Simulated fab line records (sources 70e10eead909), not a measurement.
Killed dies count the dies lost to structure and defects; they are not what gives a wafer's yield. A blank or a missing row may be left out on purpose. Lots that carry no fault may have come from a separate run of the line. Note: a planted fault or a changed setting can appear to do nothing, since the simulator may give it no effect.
A struck lot beside a sound one -- flow nand-harc -- 15 out of 1302 route steps
Sound: these wafers, L590.2, L590.3, L590.5. Struck: wafer L596.5. (L596.3, L596.6 of the same lot were not struck and are left out.) The cause comes at the end.
At each step with rows: each side's tool, then ch and its chambers, then its first start. Under that, the readings that differ: sound wafers -- struck wafers -- difference of the means -- sigmas: that difference in standard deviations of wafers without a fault.
alike: readings with means less than 2 such deviations apart, plus words and numbers identical on both sides. not compared: withheld readings, readings lacking a value on some wafer, bounds such as >300 that could conceal the same value, and numbers that have no deviation in the record and whose values overlap.
A row with sigmas, a row that says differs or no value, or rows on one side alone: a step with any of these is where the two part. Numbers that don't overlap but have no deviation are shown without sigmas and don't part them. A reading missing from all wafers of one side parts the sides only when that side holds two or more wafers.

first, 1 step without rows for these wafers: NHARC_A_ONON_D1_DEP_12 (target thk 1000 nm).
NHARC_A_ONON_D1_THK_MEAS_14: measures by ellipsometry.
  struck on film-metro-01, day 11 08:11; sound on film-metro-02, day 8 21:47
  alike: thk-nm
then, 2 steps without rows for these wafers: NHARC_A_ONON_D1_ANNEAL_15 (time 3600 s); NHARC_A_ONON_D1_DEP_16 (target thk 1000 nm).
NHARC_A_ONON_D1_THK_MEAS_18: measures by ellipsometry.
  struck on film-metro-02, day 11 15:38; sound on film-metro-01, day 9 09:15
  alike: thk-nm
then NHARC_A_ONON_D1_DEP_19 (target thk 1000 nm), 1 step lacking rows for these wafers.
NHARC_A_ONON_D1_THK_MEAS_21: measures by ellipsometry.
  struck on film-metro-02, day 11 16:13; sound on film-metro-01, day 9 09:49
  alike: thk-nm
then NHARC_A_ONON_D1_DEP_22 (target thk 1000 nm), 1 step lacking rows for these wafers.
NHARC_A_ONON_D1_THK_MEAS_24: measures by ellipsometry.
  struck on film-metro-01, day 11 16:47; sound on film-metro-01, day 9 10:23
  alike: thk-nm
then NHARC_A_ONON_D1_DEP_25 (target thk 1000 nm), 1 step lacking rows for these wafers.
NHARC_A_ONON_D1_THK_MEAS_27: measures by ellipsometry.
  struck on film-metro-02, day 11 17:21; sound on film-metro-01, day 9 10:57
  alike: thk-nm
NHARC_A_ONON_D1_DEP_28: target thk 1000 nm.
  sound on pecvd-onon-04 ch 0, day 9 11:04; struck on pecvd-onon-04 ch 0, day 11 17:31
NHARC_A_ONON_D1_THK_MEAS_30: measures by ellipsometry.
  struck on film-metro-01, day 11 17:55; sound on film-metro-01, day 9 11:31
reading,sound,struck,difference,sigmas
thk-nm (nm),988 987 988,1560,+572,+61
NHARC_A_ONON_D1_DEP_33: deposits SiO2, target thk 200 nm.
  sound on pecvd-04 ch 0,2, day 9 11:34; struck on pecvd-04 ch 1, day 11 18:01
reading,sound,struck,difference,sigmas
heater-power-w (W),511 614 522,317,-232,-2
  alike: throttle-valve-pct
  not compared: since-wet-clean-h
-- record jumps: 16 days between struck wafers' starts before vs after; left off in module A_ONON_D1, resumes in module END, first step shown is number 1302 of the route --
NHARC_END_SORT_01:
  sound on prober-01 ch 0, day 25 17:37; struck on prober-01 ch 0, day 27 18:37
reading,sound,struck,difference,sigmas
killed-at-array,25 24 21,676,+653,+36
killed-dies,30 29 26,677,+649,+34
  alike: killed-at-other, killed-at-periphery, killed-open, killed-short

WHERE THEY PART
At NHARC_A_ONON_D1_THK_MEAS_30 first; at NHARC_END_SORT_01 last (within this record only).

WHY: the cause the simulator had injected
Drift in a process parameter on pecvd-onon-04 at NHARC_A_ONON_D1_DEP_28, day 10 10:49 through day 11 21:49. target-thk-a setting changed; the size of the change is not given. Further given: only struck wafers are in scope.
